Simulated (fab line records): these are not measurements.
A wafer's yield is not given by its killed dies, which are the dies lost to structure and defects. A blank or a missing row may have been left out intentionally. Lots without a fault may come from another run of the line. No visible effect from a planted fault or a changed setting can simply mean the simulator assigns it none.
Which tool was responsible? -- flow nandHarc -- Sampling: 24 lots, 72 wafers, 3 of 1302 route steps

## WHAT THE GAUGES READ, wafer by wafer
NHARC_A_ONON_D1_THK_MEAS_05: measures by ellipsometry.
lot,measured,on,thkNm (nm)
L074,day 7 19:20,filmMetro-02,992 992 993
L075,day 8 05:30,filmMetro-02,993 993 990
L076,day 8 18:58,filmMetro-02,991 991 991
L077,day 8 22:15,filmMetro-02,1002 1001 1004
L078,day 10 00:11,filmMetro-01,995 998 997
L079,day 10 00:11,filmMetro-02,991 991 991
L080,day 10 18:56,filmMetro-01,992 991 992
L082,day 11 03:10,filmMetro-01,1010 1009 1007
L081,day 11 03:10,filmMetro-02,1006 1006 1004
L083,day 11 13:57,filmMetro-01,998 999 998
L084,day 11 22:22,filmMetro-02,995 993 996
L086,day 12 12:26,filmMetro-02,1010 1012 1012
L085,day 12 17:43,filmMetro-01,1017 1016 1016
L087,day 13 12:06,filmMetro-01,1009 1012 1010
L089,day 13 20:30,filmMetro-02,1008 1005 1007
L088,day 13 20:34,filmMetro-02,994 997 997
L090,day 14 21:28,filmMetro-01,997 997 996
L091,day 14 21:28,filmMetro-02,997 999 998
L093,day 15 14:38,filmMetro-02,1008 1008 1005
L092,day 15 14:38,filmMetro-01,989 990 989
L095,day 16 09:26,filmMetro-01,969 970 970
L094,day 16 09:35,filmMetro-01,997 997 998
L096,day 17 01:57,filmMetro-01,992 995 994
L097,day 17 15:40,filmMetro-02,1010 1010 1009

NHARC_A_ONON_D1_THK_MEAS_11: measures by ellipsometry.
lot,measured,on,thkNm (nm)
L074,day 7 20:29,filmMetro-02,1002 1002 1001
L075,day 8 06:38,filmMetro-01,1013 1013 1013
L076,day 8 20:07,filmMetro-01,1014 1014 1016
L077,day 8 23:23,filmMetro-02,1005 1003 1003
L078,day 10 01:20,filmMetro-02,1007 1006 1007
L079,day 10 01:19,filmMetro-01,996 999 997
L080,day 10 20:04,filmMetro-01,1003 1002 1004
L082,day 11 04:17,filmMetro-01,997 996 1000
L081,day 11 04:18,filmMetro-02,997 996 998
L083,day 11 15:04,filmMetro-02,992 993 992
L084,day 11 23:29,filmMetro-02,995 996 997
L086,day 12 13:35,filmMetro-01,982 983 984
L085,day 12 18:50,filmMetro-01,1012 1012 1010
L087,day 13 13:14,filmMetro-02,988 989 989
L089,day 13 21:38,filmMetro-01,985 987 985
L088,day 13 21:43,filmMetro-02,974 975 975
L090,day 14 22:37,filmMetro-02,1009 1008 1009
L091,day 14 22:36,filmMetro-02,1001 1002 1000
L093,day 15 15:46,filmMetro-01,1009 1008 1010
L092,day 15 15:46,filmMetro-02,974 974 973
L095,day 16 10:35,filmMetro-02,999 1000 1000
L094,day 16 10:56,filmMetro-02,1002 1004 1003
L096,day 17 03:05,filmMetro-01,1004 1009 1006
L097,day 17 16:48,filmMetro-02,986 987 987

NHARC_A_CHANNEL_HOLE_D1_INSPECT_12.
lot,measured,on,rawDefectCount
L074,day 8 13:53,defectInspect-02,10 7 16
L075,day 8 20:44,defectInspect-01,3 2 5
L076,day 9 10:31,defectInspect-02,2 11 6
L077,day 9 11:12,defectInspect-02,4 9 4
L078,day 10 19:13,defectInspect-02,0 2 6
L079,day 10 18:58,defectInspect-02,5 9 13
L080,day 11 15:45,defectInspect-01,2 1 3
L082,day 11 21:47,defectInspect-02,4 7 4
L081,day 11 22:14,defectInspect-02,4 3 4
L083,day 12 06:09,defectInspect-02,4 7 3
L084,day 12 13:22,defectInspect-02,7 8 3
L086,day 13 03:32,defectInspect-02,3 3 2
L085,day 13 08:44,defectInspect-02,1 3 5
L087,day 14 04:39,defectInspect-02,3 1 4
L089,day 14 11:35,defectInspect-02,7 14 8
L088,day 14 11:51,defectInspect-02,3 4 4
L090,day 15 17:14,defectInspect-01,4 1 4
L091,day 15 15:58,defectInspect-02,5 5 3
L093,day 16 07:57,defectInspect-02,2 4 6
L092,day 16 08:15,defectInspect-02,9 6 7
L095,day 17 07:04,defectInspect-02,4 4 2
L094,day 17 05:10,defectInspect-01,5 4 3
L096,day 17 19:08,defectInspect-02,6 10 3
L097,day 18 06:37,defectInspect-02,9 6 6

## EACH LOT AND THE TOOL THAT RAN IT (in order: tool; ch and the chambers of the sampled wafers; start)
No process step before these readings appears in the record.

## AS READ BY THE TOOLS THEMSELVES (means over the sampled wafers that have a number; for cases with no such wafer, the mark the record gives instead)
The record holds no such reading with a usual standard deviation.

## THE ANSWER, worked out from the rows above alone
Rule: what is usual is taken from the lots themselves. The widest of any qualifying gaps counts: lots, ordered by their means at a reading, are off when they make up no more than a third of the lots, leave a main group of 4 or more, and stand apart from it by 3 or more times the standard deviation of that group's means. The tables above print the reading to a certain number of digits; a main group whose means all agree to those digits is not used. A lot without any number at a reading at which 4 lots or more have one is off too. The other lots that the step has rows for count as sound. Order of review: gauges by route order, followed by the tools' own readings, for which a lot's mean as printed above is used. The first step at which some lot is off is used, and at that step the reading that is off furthest; a lot without a number counts as furthest.
No lot is off at any reading shown: from this, nothing can be told.

## WHAT THE SIMULATOR HAD INSERTED
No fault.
